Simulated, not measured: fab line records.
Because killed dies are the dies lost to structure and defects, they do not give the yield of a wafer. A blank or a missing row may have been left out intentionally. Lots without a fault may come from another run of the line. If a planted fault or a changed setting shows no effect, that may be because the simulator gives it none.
Comparing a struck lot with a sound one	flow nand-harc	20 out of 1302 route steps
Sound: wafers L425.4, L425.5, L425.6. Struck: wafer L431.4 (L431.5, L431.6, from the same lot, were not struck and are left out); the cause is given at the end.
Each step with rows lists, per side, the tool, then ch with its chambers, then its first start. Under that, the readings that differ: sound wafers	struck wafers	difference of the means	sigmas: that difference in standard deviations of wafers without a fault.
alike: readings whose means differ by less than 2 such deviations, and words and numbers that are the same on both sides. not compared: withheld readings, readings that some wafer has no value for, bounds like >300 that may hide the same value, and numbers for which the record gives no deviation and whose values overlap.
A row with sigmas, a row that says differs or no value, or rows on one side alone: a step with any of these is where the two part. When numbers do not overlap yet have no deviation, they are printed without sigmas and do not part them. Lack of a reading on every wafer of one side parts them only where that side has two or more wafers.

NHARC_P_CONTACT_CMP_24: polishes, t overpolish 30 s, target thk 200 nm.
  sound on cmp-01 ch 1,2, day 10 06:56; struck on cmp-01 ch 1, day 12 23:53
  alike: motor-current-A, overpolish-run-s, time-to-endpoint-s
then, 1 step without rows for these wafers: NHARC_P_CONTACT_SRD_26.
NHARC_P_CONTACT_INSPECT_27:
  sound on defect-inspect-01 at day 10 07:20; struck on defect-inspect-02 at day 13 00:16
  alike: raw-defect-count
then, 8 steps without rows for these wafers: NHARC_P_M0_DEP_00 (deposits SiOC, target thk 150 nm); NHARC_P_M0_DEHYDRATE_01 (time 120 s); NHARC_P_M0_HMDS_02 (time 30 s); NHARC_P_M0_COAT_33 (time 65 s); NHARC_P_M0_COAT_03 (resist thk 90 nm); NHARC_P_M0_SOFTBAKE_04 (time 55 s); NHARC_P_M0_EBR_05; NHARC_P_M0_EXPOSE_06 (exposes mask P M0, target cd 90 nm).
NHARC_P_M0_PEB_07: peb time 65 s.
  sound on litho-track-04 ch 0, day 10 08:10; struck on litho-track-06 ch 0, day 13 01:05
reading	sound	struck	difference	sigmas
heater-power-total-W (W)	156.4 157.1 157.2	184.5	+27.6	+64
then, 1 step without rows for these wafers: NHARC_P_M0_DEVELOP_08 (develop time 35 s).
NHARC_P_M0_CD_MEAS_09 targets a cd of 90 nm.
  sound on cd-sem-02 ch 0, day 10 08:15; struck on cd-sem-02 ch 0, day 13 01:10
reading	sound	struck	difference	sigmas
cd-nm (nm)	89.3 89.5 89.1	78.4	-10.9	-15
NHARC_P_M0_OVL_MEAS_10: pitch 180 nm.
  sound on overlay-02 at day 10 08:20; struck on overlay-02 at day 13 01:15
  alike: overlay-x-nm, overlay-y-nm
NHARC_P_M0_INSPECT_11:
  sound on defect-inspect-01 at day 10 08:22; struck on defect-inspect-01 at day 13 01:17
  alike: raw-defect-count
NHARC_P_M0_DESCUM_14: chemistry O2, time 3 s.
  sound on rie-diel-06 ch 0,1,2, day 10 08:26; struck on rie-diel-06 ch 1, day 13 01:22
reading	sound	struck	difference	sigmas
model.P_M0.cd-nm (nm)	90.06 89.99 89.56	78.32	-11.55	
  alike: drypump-motor-current-A, o2-flow-sccm, oes-product-au, rf-vpp-V, showerhead-plenum-p-Torr, throttle-valve-pct
  not compared: rf-hours-counter-h
NHARC_P_M0_ETCH_34: etches the open film in N2/H2, target depth 40 nm, overetch 12 nm, time 43.94 s.
  sound on rie-diel-06 ch 0,3, day 10 08:31; struck on rie-diel-06 ch 3, day 13 01:26
reading	sound	struck	difference	sigmas
n2-flow-sccm (sccm)	150.4 149.8 149.5	151.0	+1.1	+2
  alike: bias-w, drypump-motor-current-A, oes-product-au, rf-vpp-V, showerhead-plenum-p-Torr, throttle-valve-pct
  not compared: rf-hours-counter-h
NHARC_P_M0_ETCH_15: etches the open film in C4F8/Ar, target depth 150 nm, overetch 15 nm, time 82.5 s.
  sound on rie-diel-06 ch 0,1,2; struck on rie-diel-06 ch 3
reading	sound	struck	difference	sigmas
model.P_M0.cd-nm (nm)	90.44 90.37 90.39	78.09	-12.31	
  alike: bias-w, oes-product-au, rf-vpp-V
  not compared: rf-hours-counter-h
NHARC_P_M0_CD_MEAS_16:
  sound on cd-sem-01 at day 10 08:44; struck on cd-sem-02 at day 13 01:39
reading	sound	struck	difference	sigmas
cd-nm (nm)	90.4 90.1 90.5	78.1	-12.2	-12

## WHERE THEY PART
First at NHARC_P_M0_PEB_07; last, within this record, at NHARC_P_M0_CD_MEAS_16.

WHY: whatever the simulator had introduced
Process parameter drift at NHARC_P_M0_PEB_07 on litho-track-06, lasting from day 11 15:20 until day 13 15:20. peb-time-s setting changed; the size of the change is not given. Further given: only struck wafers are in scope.
